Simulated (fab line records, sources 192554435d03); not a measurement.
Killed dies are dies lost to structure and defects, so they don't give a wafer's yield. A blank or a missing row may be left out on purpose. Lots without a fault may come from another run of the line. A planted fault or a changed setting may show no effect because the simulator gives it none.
Split-lot experiment | flow n5_finfet | 7 lots, 21 wafers read, on a route of 1938 steps

THE SPLIT
At N5_BEOL_M14_ETCH_59 (etches BARC in N2/H2, target depth 89 nm, overetch 26.7 nm, time 67.9 s), the setting time_s was moved away from the recipe's 67.9 s on 3 of the 21 wafers read, by -13.9% to +21.7%. The other wafers ran this setting at the recipe's value.

The reading is taken at the split's own step.

THE READING
coat_of_BEOL_M14_COAT_04.thk_nm (the simulator's own value, which no gauge read), in nm, at N5_BEOL_M14_ETCH_59 (etches BARC in N2/H2, target depth 89 nm, overetch 26.7 nm, time 67.9 s). The file gives no usual value for it. The 18 wafers here that ran the recipe average 717.8 nm, standard deviation 2 nm.

wafer  | tool, chamber at the split | time_s as run, s | against the recipe | coat_of_BEOL_M14_COAT_04.thk_nm, nm | against lot-mates on the recipe
L075.3 | rie_diel-01, 2             | 67.9             | recipe             | 718.2                               | -
L075.4 | rie_diel-01, 3             | 67.9             | recipe             | 716                                 | -
L075.5 | rie_diel-01, 3             | 58.47            | -13.9%             | 725.4                               | +8.3
L077.1 | rie_diel-01, 2             | 67.9             | recipe             | 717                                 | -
L077.3 | rie_diel-01, 0             | 61.27            | -9.8%              | 723.4                               | +6.7
L077.6 | rie_diel-01, 2             | 67.9             | recipe             | 716.4                               | -
L086.1 | rie_diel-01, 0             | 67.9             | recipe             | 721.2                               | -
L086.4 | rie_diel-01, 3             | 67.9             | recipe             | 717.6                               | -
L086.6 | rie_diel-01, 2             | 67.9             | recipe             | 718.6                               | -
L084.2 | rie_diel-04, 3             | 67.9             | recipe             | 720.2                               | -
L084.5 | rie_diel-04, 0             | 67.9             | recipe             | 716.6                               | -
L084.6 | rie_diel-04, 3             | 67.9             | recipe             | 718.4                               | -
L087.3 | rie_diel-04, 1             | 67.9             | recipe             | 715                                 | -
L087.4 | rie_diel-04, 1             | 82.62            | +21.7%             | 702.4                               | -12.4
L087.6 | rie_diel-04, 3             | 67.9             | recipe             | 714.6                               | -
L091.1 | rie_diel-01, 1             | 67.9             | recipe             | 720                                 | -
L091.3 | rie_diel-01, 2             | 67.9             | recipe             | 715.6                               | -
L091.4 | rie_diel-01, 0             | 67.9             | recipe             | 716.4                               | -
L097.4 | rie_diel-04, 0             | 67.9             | recipe             | 720                                 | -
L097.5 | rie_diel-04, 2             | 67.9             | recipe             | 717.8                               | -
L097.6 | rie_diel-04, 3             | 67.9             | recipe             | 721.4                               | -

THE FIT
A straight line over all 21 wafers: coat_of_BEOL_M14_COAT_04.thk_nm changes by -0.652 nm for each +1% of time_s; r = -0.90; the points scatter about the line by 2 nm.
The same after taking each lot's own level away (the mean of its wafers on the recipe; 21 wafers): -0.593 nm for each +1%; r = -0.94; scatter 1.3 nm.
On that fit, the largest move of time_s shifts the reading by 13 nm.
The lots' own levels span 714.80 to 719.73 nm, that is 2.4 times the standard deviation above.
So the lot-to-lot level changes the slope: the two fits differ.
Check: with one of the wafers moved furthest among these (+21.7%) left out of the fit, the line predicts -13.6 nm for it against its lot-mates. It came out at -12.4 nm against them.

THE FILE'S OWN FIT
coat_of_BEOL_M14_COAT_04.thk_nm changes by -0.593 nm for each +1% of time_s, r = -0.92.
